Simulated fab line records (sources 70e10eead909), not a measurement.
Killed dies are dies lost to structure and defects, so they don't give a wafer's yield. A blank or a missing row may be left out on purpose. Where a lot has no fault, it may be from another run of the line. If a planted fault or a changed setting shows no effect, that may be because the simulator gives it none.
fab line records | flow nandHarc | part 2 of 2: steps 28 to 39 of 39
[record] lots = 5 wafers = 15 lastDay = 32
route steps=1302 shown P_M0@282 P_M1@285 P_M2@318
lots with no fault: from the same line, run without faults
startH: hours from the record's first day to the start of the lot's first wafer shown | waitH: hours since the lot's step before | " the same as in the row above | L1.1+2: several wafers, shown together as one row | - no value, or no start was given | * or withheld: withheld | < > ~ a bound
route shown NAME@n: a module of which the file shows steps, and the number in the route of the first | usual: average and standard deviation across the fault-free wafers | same: alike in all rows | chamber/n: place in a boat | sites: readings site by site | _std_site: the standard deviation of these | _edge_site: the outer-site mean with the inner-site mean subtracted | radiusMm: for every site, how far away it sits from the centre of the wafer | mask NAME#n: copy n | behind: the tool/chamber that last shaped the wafer | hold: what put the lot on hold/how long, in hours/how the hold closed | device: whichever transistor did not switch (one of n, p or np) | end of line: tests run on the same wafers once the route is complete | where a step has no rows: the recipe by itself | killed: dies that structure and defects cost at the first sort, which is not the same as the wafer's yield | map: shows each die of a wafer: x if killed, . if not, _ if none is there
set.NAME: the setting as run; set.NAME@STEP: as run at that earlier step | model.NAME: the simulator's own value behind a step, which no gauge read
lots at some steps of the route; a table a step, a row a wafer
services: from which hour (startH, from the record's first day; less than 0 if before it) a tool's chamber was out of use, for how many hours, and why
[[steps]]
[step NHARC_P_M1_ECD_22]
[recipe] targetThkA = 4000 bathTempC = 25 material = Cu
// columns lot.wafer tool chamber startH waitH
L081.2+3+5 ecdCu-02 0,1,0 195.76 -
L087.2+3+6 ecdCu-01 0,1,1 255.55 -
L089.3+5+6 ecdCu-02 0,0,1 272.64 -
L090.1+4+6 ecdCu-02 1,0,0 289.76 -
L095.2+4+5 ecdCu-02 1 331.40 -
[step NHARC_P_M1_ANNEAL_31]
[recipe] tempC = 225 timeS = 90
[usual] wafer_temp_C_max = 226.11/0.26
// columns lot.wafer tool chamber startH waitH wafer_temp_C_max
L081.2 rtpAnneal-02 0 196.19 - 225.97
L081.3 " 0 " " 225.75
L081.5 " 0 " " 225.81
L087.2 rtpAnneal-01 0 255.98 0.4 226.26
L087.3 " 0 " " 226.16
L087.6 " 0 " " 225.99
L089.3 rtpAnneal-01 0 273.02 - 226.62
L089.5 " 0 " " 225.94
L089.6 " 0 " " 226.15
L090.1 rtpAnneal-02 0 290.09 0.3 226.14
L090.4 " 0 " " 226.02
L090.6 " 0 " " 226.04
L095.2 rtpAnneal-02 0 331.78 - 226.42
L095.4 " 0 " " 226.09
L095.5 " 0 " " 225.94
[step NHARC_P_M1_CMP_23]
[recipe] tOverpolishS = 20 targetThkNm = 157.82
[usual] motorCurrentA = 12.0/1.3 timeToEndpointS = 27.5/2.5
// columns lot.wafer tool chamber startH waitH motorCurrentA timeToEndpointS
L081.3 cmp-03 1 196.48 - 10.8 24.1
L081.2 " 3 " " 11.5 26.3
L081.5 " 2 " " 15.0 25.1
L087.2 cmp-03 3 256.27 - 11.4 28.8
L087.3 " 2 " " 15.0 27.1
L087.6 " 0 " " 12.3 27.4
L089.3 cmp-03 1 273.26 - 10.6 20.1
L089.5 " 1 " " 10.8 24.5
L089.6 " 2 " " 14.4 24.7
L090.1 cmp-03 0 290.43 - 12.5 28.4
L090.4 " 1 " " 10.6 27.3
L090.6 " 0 " " 12.3 29.0
L095.2 cmp-03 3 332.10 - 11.9 32.7
L095.4 " 1 " " 11.0 29.8
L095.5 " 2 " " 14.5 29.3
[step NHARC_P_M1_THK_MEAS_24]
[recipe] thkMeasGauge = xrf
[usual] thkNm = 157.5/1.4
// columns lot.wafer tool chamber startH waitH thkNm
L081.2 filmMetro-01 - 196.79 - 158.0
L081.3 " - " " 156.4
L081.5 " - " " 156.5
L087.2 filmMetro-01 - 256.58 - 157.3
L087.3 " - " " 157.9
L087.6 " - " " 157.8
L089.3 filmMetro-01 - 273.58 - 156.2
L089.5 " - " " 156.9
L089.6 " - " " 156.3
L090.1 filmMetro-01 - 290.75 - 155.7
L090.4 " - " " 158.9
L090.6 " - " " 156.3
L095.2 filmMetro-02 - 332.38 - 158.7
L095.4 " - " " 159.1
L095.5 " - " " 157.2
[step NHARC_P_M1_SRD_25]
// columns lot.wafer tool chamber startH waitH
L081.3+5+2 wetBench-10 5,6,1 196.83 0.0
L087.3+2+6 wetBench-08 4,5,7 256.62 0.0
L089.6+5+3 wetBench-08 7,2,3 273.61 0.0
L090.1+4+6 wetBench-08 7,1,2 290.80 0.0
L095.5+2+4 wetBench-08 4,5,6 332.42 0.0
[step NHARC_P_M1_INSPECT_27]
[usual] rawDefectCount = 304/120
// columns lot.wafer tool chamber startH waitH rawDefectCount
L081.2 defectInspect-02 - 196.95 0.0 176
L081.3 " - " " 239
L081.5 " - " " 191
L087.2 defectInspect-01 - 256.74 0.0 276
L087.3 " - " " 177
L087.6 " - " " 223
L089.3 defectInspect-02 - 273.76 0.0 114
L089.5 " - " " 163
L089.6 " - " " 87
L090.1 defectInspect-01 - 290.93 0.0 592
L090.4 " - " " 344
L090.6 " - " " 307
L095.2 defectInspect-02 - 332.54 0.0 201
L095.4 " - " " 342
L095.5 " - " " 281
[step NHARC_P_M1_PRE_CLEAN_32]
[recipe] timeS = 12 tempC = 370 rfPowerW = 300 gas = NH3
[usual] heaterPowerOuterW = 350/34 heaterPowerW = 603/78 susceptorTempC = 369.97/0.21
// columns lot.wafer tool chamber startH waitH heaterPowerOuterW heaterPowerW susceptorTempC
L081.2 pecvd-02 1 197.01 0.1 305 508 370.00
L081.3 " 0 " " 346 568 369.85
L081.5 " 2 " " 296 513 370.01
L087.2 pecvd-01 0 256.81 0.1 409 702 369.81
L087.3 " 1 " " 319 595 370.19
L087.6 " 1 " " 321 587 370.10
L089.3 pecvd-01 1 273.85 0.1 403 682 370.11
L089.5 " 2 " " 347 624 369.93
L089.6 " 1 " " 406 686 370.04
L090.1 pecvd-01 2 291.03 0.1 366 655 369.95
L090.4 " 0 " " 350 616 369.83
L090.6 " 2 " " 358 657 370.45
L095.2 pecvd-03 2 332.63 0.1 376 581 369.45
L095.4 " 0 " " 332 529 369.92
L095.5 " 1 " " 417 764 370.18
[step NHARC_P_M1_DEP_33]
[recipe] targetThkA = 300 tempC = 370 targetThkNm = 30 pressureTorr = 3 flowSccm = 200 rfW = 450 material = SiCN
[usual] heaterPowerOuterW = 306/37 heaterPowerW = 545/81 susceptorTempC = 370.05/0.23
// columns lot.wafer tool chamber startH waitH heaterPowerOuterW heaterPowerW susceptorTempC
L081.2 pecvd-02 1 197.09 0.1 250 441 369.67
L081.3 " 0 " " 313 527 370.17
L081.5 " 2 " " 301 504 370.43
L087.2 pecvd-01 0 256.89 0.1 375 671 369.93
L087.3 " 1 " " 362 641 370.15
L087.6 " 1 " " 372 638 370.10
L089.3 pecvd-01 1 273.99 0.1 348 616 370.23
L089.5 " 2 " " 285 555 370.05
L089.6 " 1 " " 350 617 370.11
L090.1 pecvd-01 2 291.16 0.1 336 604 369.61
L090.4 " 0 " " 300 571 370.36
L090.6 " 2 " " 339 631 369.62
L095.2 pecvd-03 2 332.77 0.1 304 467 369.92
L095.4 " 0 " " 276 451 370.11
L095.5 " 1 " " 310 645 369.94
[step NHARC_P_M2_DEP_00]
[recipe] targetThkA = 1825 targetThkNm = 182.5 tempC = withheld pressureTorr = 5 flowSccm = 200 rfW = 600 material = SiOC
// columns lot.wafer tool chamber startH waitH
L081.2+3+5 pecvd-02 0,1,0 - -
L087.2+3+6 pecvd-02 2,0,2 257.30 -
L089.3+6+5 pecvd-03 1,1,2 274.32 -
L090.1+4+6 pecvd-03 1,0,2 291.54 -
L095.2+4+5 pecvd-02 1,2,0 333.10 -
[step NHARC_P_M2_DEHYDRATE_01]
[recipe] tempC = 150 timeS = 120
// columns lot.wafer tool chamber startH waitH
L081.2+3+5 lithoTrack-04 0 197.89 -
L087.2+3+6 lithoTrack-04 0 257.71 -
L089.3+5+6 lithoTrack-06 0 274.72 -
L090.1+4+6 lithoTrack-01 0 291.90 -
L095.2+4+5 lithoTrack-06 0 333.50 -
[step NHARC_P_M2_HMDS_02]
[recipe] timeS = 30
// columns lot.wafer tool chamber startH waitH
L081.2+3+5 lithoTrack-04 0 - -
L087.2+3+6 lithoTrack-04 0 - -
L089.3+5+6 lithoTrack-06 0 - -
L090.1+4+6 lithoTrack-01 0 - -
L095.2+4+5 lithoTrack-06 0 - -
[step NHARC_P_M2_COAT_34]
[recipe] tempC = 200 timeS = 65
// columns lot.wafer tool chamber startH waitH
L081.2+3+5 lithoTrack-04 0 - -
L087.2+3+6 lithoTrack-04 0 - -
L089.3+5+6 lithoTrack-06 0 - -
L090.1+4+6 lithoTrack-01 0 - -
L095.2+4+5 lithoTrack-06 0 - -
[[services]]
// columns tool chamber startH hours kind
pvdSputter-03 - 170.04 10.0 pm
rieDiel-10 1 174.37 9.7 repair
pecvd-01 0 178.78 1.8 repair
lithoTrack-06 - 179.00 7.0 pm
pecvd-03 - 185.33 13.0 pm
rieDiel-10 2 193.23 9.9 repair
lithoTrack-04 - 203.00 7.0 pm
pvdSputter-03 - 210.11 8.5 repair
pecvd-02 - 227.23 13.0 pm
pvdSputter-02 - 230.89 10.5 repair
pecvd-03 2 232.09 20.8 repair
rieDiel-10 - 242.71 9.0 pm
rieDiel-13 3 250.87 5.1 repair
pvdSputter-03 - 277.93 1.9 repair
pvdSputter-02 - 282.00 10.0 pm
pecvd-01 - 282.67 7.2 repair
pecvd-02 - 288.49 1.5 repair
rieDiel-13 2 294.07 4.5 repair
wetBench-08 - 294.40 8.0 pm
rieDiel-13 2 300.73 6.7 repair
pecvd-01 - 311.00 13.0 pm
rieDiel-13 2 314.04 9.5 repair
rieDiel-13 3 315.93 4.5 repair
lithoTrack-01 - 330.00 7.0 pm
